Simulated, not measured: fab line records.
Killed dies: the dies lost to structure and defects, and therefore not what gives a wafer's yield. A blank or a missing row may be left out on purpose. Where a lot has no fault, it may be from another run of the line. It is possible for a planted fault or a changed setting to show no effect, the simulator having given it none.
Split-lot study -- flow n5-finfet -- 7 lots, 21 wafers read, on a route of 1938 steps

SPLIT DETAILS
At N5_BEOL_M2_HM_DEP_02 (deposits TiN, target thk 20 nm), the setting target-thk-a was moved away from the recipe's 200 angstrom on 6 of the 21 wafers read, by -11.0% to +12.5%. All remaining wafers had this setting at the recipe value.

FROM THE SPLIT TO THE READING: what the file shows between them, 5 steps
- N5_BEOL_M2_COAT_61: time 60 s, resist thk 60 nm (also split here: temp-c)
- N5_BEOL_M2_COAT_62: time 60 s, resist thk 12 nm
- N5_BEOL_M2_COAT_73: time 60 s, resist thk 5 nm
- N5_BEOL_M2_STRIP_75: strips in N2/H2
- N5_BEOL_M2_STRIP_66: strips in CF4

THE READING
etch.depth-nm (the simulator's own value, which no gauge read), in nm, at N5_BEOL_M2_HM_OPEN_17 (chemistry Cl2/BCl3, target TiN, target depth 20 nm, overetch 6 nm). No usual value for it is given in the file. The 15 wafers here that ran the recipe average 19.96 nm, standard deviation 0.25 nm.

wafer,"tool, chamber at the split","target-thk-a as run, angstrom",against the recipe,"etch.depth-nm, nm",against lot-mates on the recipe
L074.2,"pvd-sputter-02, -",200,recipe,20.01,-
L074.3,"pvd-sputter-02, -",178,-11.0%,17.82,-2.25
L074.6,"pvd-sputter-02, -",200,recipe,20.12,-
L076.1,"pvd-sputter-03, -",200,recipe,19.74,-
L076.2,"pvd-sputter-03, -",200,recipe,19.65,-
L076.5,"pvd-sputter-03, -",200,recipe,19.79,-
L083.2,"pvd-sputter-02, -",200,recipe,19.93,-
L083.3,"pvd-sputter-02, -",200,recipe,19.99,-
L083.5,"pvd-sputter-02, -",200,recipe,19.53,-
L084.1,"pvd-sputter-01, -",200,recipe,19.86,-
L084.3,"pvd-sputter-01, -",200,recipe,19.98,-
L084.6,"pvd-sputter-01, -",200,recipe,19.73,-
L092.1,"pvd-sputter-01, -",182.4,-8.8%,18.18,-2.18
L092.4,"pvd-sputter-01, -",182.4,-8.8%,18.59,-1.77
L092.6,"pvd-sputter-01, -",200,recipe,20.36,-
L094.1,"pvd-sputter-01, -",200,recipe,20.36,-
L094.3,"pvd-sputter-01, -",200,recipe,20.02,-
L094.5,"pvd-sputter-01, -",200,recipe,20.37,-
L095.1,"pvd-sputter-03, -",225,+12.5%,22.38,no lot-mate on the recipe
L095.2,"pvd-sputter-03, -",225,+12.5%,22.52,no lot-mate on the recipe
L095.4,"pvd-sputter-03, -",225,+12.5%,22.23,no lot-mate on the recipe

THE FIT
A straight line over all 21 wafers: etch.depth-nm changes by +0.19 nm for each +1% of target-thk-a; r = +0.98; the points scatter about the line by 0.24 nm.
The same after taking each lot's own level away (the mean of its wafers on the recipe; 18 wafers): +0.215 nm for each +1%; r = +0.98; scatter 0.15 nm.
On that fit, the largest move of target-thk-a shifts the reading by 2.7 nm.
Across the lots, their own levels run from 19.727 to 20.360 nm, a range of 2.5 times the standard deviation given above.
Hence the slope depends on the lot-to-lot level, as the two fits are not the same.
Check: -2.47 nm against its lot-mates is what the line predicts for one of the wafers moved furthest among these (-11.0%) when that wafer is left out of the fit. It came out at -2.25 nm against them.

OTHER SPLITS ON THESE WAFERS
Other splits were also applied to these wafers ahead of the reading. Each is held against what the fit with the lots' levels taken away leaves over:
other split on the same wafers,wafers away from the commonest value,r with etch.depth-nm (lot level and that fit taken away)
N5_BEOL_M1_ETCH_64 source-w,6,+0.34
N5_BEOL_M2_COAT_61 temp-c,2,-0.31

THE WHOLE CHAIN: every reading that the file lists as answering this split, in the file's order
step,what it does,reading,change (the file's fit),r (the file's)
N5_BEOL_M2_HM_DEP_02,"deposits TiN, target thk 20 nm","TiN_of_BEOL_M2_HM_DEP_02.thk-nm (the simulator's own value, which no gauge read)",+0.216 nm for each +1% of the setting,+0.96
N5_BEOL_M2_HM_OPEN_17,"chemistry Cl2/BCl3, target TiN, target depth 20 nm, overetch 6 nm","etch.depth-nm (the simulator's own value, which no gauge read)",+0.212 nm for each +1% of the setting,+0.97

THE FILE'S OWN FIT
etch.depth-nm changes by +0.212 nm for each +1% of target-thk-a, r = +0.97.
